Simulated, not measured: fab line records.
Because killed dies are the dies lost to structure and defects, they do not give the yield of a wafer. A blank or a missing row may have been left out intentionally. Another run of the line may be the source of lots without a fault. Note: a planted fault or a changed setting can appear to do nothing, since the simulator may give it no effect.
Which tool did it? + flow n5 finfet + 11 lots with 31 wafers sampled at 4 steps, on a route of 1938 steps

== WHAT EACH GAUGE READ, for each wafer ==
N5_BEOL_M15_CD_MEAS_28: target cd 407.6 nm.
| lot  | measured     | on        | cd nm (nm)        |
|------|--------------|-----------|-------------------|
| L788 | day 11 17:37 | cd sem-01 | 408.2 407.5 408.4 |
| L787 | day 11 22:17 | cd sem-03 | 407.5 408.4 406.5 |
| L790 | day 12 00:49 | cd sem-03 | 409.0 407.7 407.8 |
| L794 | day 12 21:46 | cd sem-03 | 409.1 413.0 410.2 |
| L796 | day 13 15:06 | cd sem-01 | 412.5 413.3 412.4 |
| L802 | day 15 02:32 | cd sem-03 | 409.4 408.2 408.6 |
| L803 | day 15 13:31 | cd sem-02 | 406.5 406.2 409.2 |
| L806 | day 15 17:10 | cd sem-01 | 407.8 410.2       |
| L808 | day 16 15:29 | cd sem-02 | 406.4 407.7 405.5 |
| L809 | day 16 17:26 | cd sem-02 | 407.2 406.8       |
| L810 | day 16 23:51 | cd sem-02 | 408.2 410.0 408.7 |

== WHAT TOOL EACH LOT RAN ON (gives the tool, then ch and the chambers of the sampled wafers, and finally the start) ==
| lot  | N5_BEOL_M15_DESCUM_15              | N5_BEOL_M15_ETCH_57                | N5_BEOL_M15_PEB_26                |
|------|------------------------------------|------------------------------------|-----------------------------------|
| L788 | rie diel-06 ch 0,1,2, day 11 16:14 | rie diel-06 ch 0,1, day 11 16:50   | litho track-02 ch 0, day 11 17:30 |
| L787 | rie diel-06 ch 1,2,3, day 11 20:47 | rie diel-06 ch 0,3, day 11 21:23   | litho track-03 ch 0, day 11 22:10 |
| L790 | rie diel-02 ch 1,2, day 11 23:26   | rie diel-04 ch 0,1,3, day 12 00:02 | litho track-03 ch 0, day 12 00:41 |
| L794 | rie diel-02 ch 0,1,2, day 12 20:23 | rie diel-06 ch 1,2,3, day 12 20:59 | litho track-02 ch 0, day 12 21:38 |
| L796 | rie diel-02 ch 1,2,3, day 13 13:44 | rie diel-02 ch 0,1, day 13 14:19   | litho track-03 ch 0, day 13 14:59 |
| L802 | rie diel-04 ch 0,2,3, day 15 01:02 | rie diel-04 ch 0,2,3, day 15 01:38 | litho track-02 ch 0, day 15 02:25 |
| L803 | rie diel-04 ch 0,2, day 15 12:00   | rie diel-06 ch 0,1, day 15 12:37   | litho track-02 ch 0, day 15 13:24 |
| L806 | rie diel-04 ch 1,2, day 15 15:48   | rie diel-02 ch 1,2, day 15 16:24   | litho track-05 ch 0, day 15 17:04 |
| L808 | rie diel-04 ch 0,2,3, day 16 13:58 | rie diel-02 ch 2,3, day 16 14:43   | litho track-03 ch 0, day 16 15:23 |
| L809 | rie diel-06 ch 1,2, day 16 16:04   | rie diel-04 ch 3, day 16 16:39     | litho track-05 ch 0, day 16 17:19 |
| L810 | rie diel-04 ch 0,1, day 16 22:16   | rie diel-02 ch 1,2,3, day 16 22:57 | litho track-02 ch 0, day 16 23:44 |
- N5_BEOL_M15_DESCUM_15: chemistry O2, time 7.9 s.
- N5_BEOL_M15_ETCH_57: etches SOC in N2/H2, time 750 s.
- N5_BEOL_M15_PEB_26: peb time 90 s.

== THE ANSWER, worked out from the rows above alone ==
Rule: what is usual is taken from the lots themselves. The widest of any qualifying gaps counts: lots, ordered by their means at a reading, are off when they make up no more than a third of the lots, leave a main group of 4 or more, and stand apart from it by 3 or more times the standard deviation of that group's means. Not used: any main group whose means are identical at the precision the tables above print for the reading. A lot without any number at a reading at which 4 lots or more have one is off too. All remaining lots with rows at the step are treated as sound.
None of the lots is off at any reading shown; this tells nothing.

== WHAT WAS PUT IN BY THE SIMULATOR ==
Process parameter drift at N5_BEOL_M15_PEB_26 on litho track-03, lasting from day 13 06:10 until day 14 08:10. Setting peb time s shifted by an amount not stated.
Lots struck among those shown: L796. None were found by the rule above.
